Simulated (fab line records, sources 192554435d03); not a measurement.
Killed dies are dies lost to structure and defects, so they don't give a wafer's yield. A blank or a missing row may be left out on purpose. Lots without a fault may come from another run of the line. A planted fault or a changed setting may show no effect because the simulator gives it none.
A struck lot beside a sound one | flow n5_finfet | 39 steps out of a route of 1938
Sound: wafers L690.2, L690.3, L690.5. Struck: wafer L707.3. (L707.1 of the same lot was not struck and is left out.) The cause comes at the end.
At each step with rows: each side's tool, then ch and its chambers, then its first start. Under that, the readings that differ: sound wafers | struck wafers | difference of the means | sigmas: that difference in standard deviations of wafers without a fault.
alike: readings whose means differ by less than 2 such deviations, and words and numbers that are the same on both sides. not compared: withheld readings, readings that some wafer has no value for, bounds like >300 that may hide the same value, and numbers for which the record gives no deviation and whose values overlap.
The two part at a step that has a row with sigmas, a row that says differs or no value, or rows on one side only. Numbers that don't overlap but have no deviation are shown without sigmas and don't part them. A reading that every wafer of one side lacks parts them only if that side has two wafers or more.

first, 9 steps without rows for these wafers: N5_HKMG_FIN_DESCUM_17 (chemistry O2, time 7.9 s); N5_HKMG_FIN_ETCH_31 (etches SiARC in CF4, target depth 45.5 nm, time 75.8 s); N5_HKMG_FIN_ETCH_32 (etches SOC in N2/H2, target depth 240 nm, time 300 s); N5_HKMG_FIN_STRIP_33 (strips in N2/H2); N5_HKMG_FIN_STRIP_34 (strips in CF4); N5_HKMG_FIN_ETCH_35 (etches SOC in N2/H2, target depth 215.8 nm, time 243.4 s); N5_HKMG_FIN_STRIP_92 (strips SOC in N2/H2, time 20 s); N5_HKMG_FIN_WET_ETCH_18 (etches TiN in SC1, time 55 s, target depth 5.2 nm, rinse time 30 s); N5_HKMG_FIN_STRIP_19 (strips in N2/H2, time 360 s).
N5_HKMG_FIN_ALD_91: deposits TiN, target thk 1 nm, pulse time 1 s, purge time 3 s.
  sound on ald_metal-02 ch 0,1, day 4 18:29; struck on ald_metal-02 ch 0, day 8 22:27
  reading    | sound    | struck | difference | sigmas
  ald_cycles | 47 47 47 | 52     | +5         |
  alike: heater_power_w, precursor_pulse_height_rel
then, 27 steps without rows for these wafers: N5_HKMG_FIN_COAT_85 (time 60 s, resist thk 300 nm); N5_HKMG_FIN_ETCH_86 (etches SOC in N2/H2, stops on TiN, target depth 393.2 nm); N5_HKMG_FIN_STRIP_89 (strips SOC in N2/H2, time 20 s); N5_HKMG_FIN_WET_ETCH_87 (etches TiN in SC1, time 154.2 s, target depth 4.7 nm, rinse time 30 s); N5_HKMG_FIN_STRIP_88 (strips in N2/H2, time 360 s); N5_HKMG_FIN_NWFM_ALD_20 (deposits TiAlC, target thk 2 nm, pulse time 3 s, purge time 2 s); N5_HKMG_FIN_ALD_71 (deposits TiN, target thk 1 nm, pulse time 1 s, purge time 3 s); N5_HKMG_FIN_COAT_66 (time 60 s, resist thk 300 nm); N5_HKMG_FIN_ETCH_67 (etches SOC in N2/H2, stops on TiN, target depth 388.9 nm); N5_HKMG_FIN_STRIP_90 (strips SOC in N2/H2, time 20 s); N5_HKMG_FIN_WET_ETCH_73 (etches the open film in SC1, time 42.3 s, target depth 1.3 nm, rinse time 30 s); N5_HKMG_FIN_ETCHBACK_68 (etches the open film in Cl2/Ar, stops on HfO2, target depth 0.5 nm); N5_HKMG_FIN_STRIP_69 (strips in N2/H2, time 360 s); N5_HKMG_FIN_ALD_21 (deposits TiN, target thk 1.5 nm, pulse time 1 s, purge time 3 s); N5_HKMG_FIN_ALD_72 (deposits W, target thk 2 nm, pulse time 1 s, purge time 2 s); N5_HKMG_FIN_W_FILL_22 (material W, target thk 60 nm, time 18.2 s); N5_HKMG_FIN_PRECLEAN_83 (cleans in DIW, time 57.5 s); N5_HKMG_FIN_SRD_84 (dry time 32 s); N5_HKMG_FIN_CMP_23 (polishes, stops on SiNx, t overpolish 10 s, target thk 46.326 nm); N5_HKMG_FIN_CMP_94 (polishes, stops on SiNx, t overpolish 4.7 s, target thk 43.299 nm); N5_GATE_CUT_ETCHBACK_00 (etches W in SF6/Cl2); N5_GATE_CUT_ETCH_56 (etches TiN in Cl2/Ar, target depth 21.6 nm); N5_GATE_CUT_ETCHBACK_30 (etches TiN in Cl2/Ar, target depth 3 nm); N5_GATE_CUT_VAPOR_ETCH_60 (etches HfO2 in BCl3/Cl2); N5_GATE_CUT_ETCH_58 (etches SiNx in CH3F/O2, target depth 17 nm, time 128.6 s); N5_GATE_CUT_STRIP_59 (strips in N2/H2, time 20 s); N5_GATE_CUT_PRECLEAN_31 (cleans in DIW, time 300 s).
-- the record jumps here: 4 days lie between the struck wafers' starts before and after (it left off in module GATE_CUT and takes up again in module BEOL_M4, whose first step shown is number 1111 of the route) --
N5_BEOL_M4_RC_MEAS_101:
  sound on prober-02 ch 0, day 8 01:28; struck on prober-02 ch 0, day 13 01:28
  reading             | sound                      | struck   | difference | sigmas
  IOFF_N_LONG (nA/um) | 5.53e-05 5.46e-05 5.47e-05 | 3.97e-05 | -1.52e-05  | -7
  ION_N (uA/um)       | 664 692 675                | 652      | -25        | -2
  VT_N (mV)           | 255 250 252                | 262      | +10        | +3
  VT_N_LONG (mV)      | 275.7 273.0 273.5          | 284.1    | +10.0      | +6
  VT_N_LVT (mV)       | 102.0 97.6 98.5            | 110.7    | +11.3      | +4
  VT_P (mV)           | -259 -253 -254             | -247     | +8         | +2
  alike: DIBL_N, DIBL_P, IOFF_N, IOFF_N_LIN, IOFF_P, ION_P, SS_N, SS_P
-- the record jumps here: 4 days lie between the struck wafers' starts before and after (it left off in module BEOL_M4 and takes up again in module PASSIVATION, whose first step shown is number 1936 of the route) --
N5_PASSIVATION_PROBE_49:
  the record has rows for the struck wafers here (prober-01, day 17 09:18) and none for the sound ones

WHERE THEY PART
First at N5_BEOL_M4_RC_MEAS_101; last, within this record, at N5_PASSIVATION_PROBE_49.

WHY: what the simulator had put in
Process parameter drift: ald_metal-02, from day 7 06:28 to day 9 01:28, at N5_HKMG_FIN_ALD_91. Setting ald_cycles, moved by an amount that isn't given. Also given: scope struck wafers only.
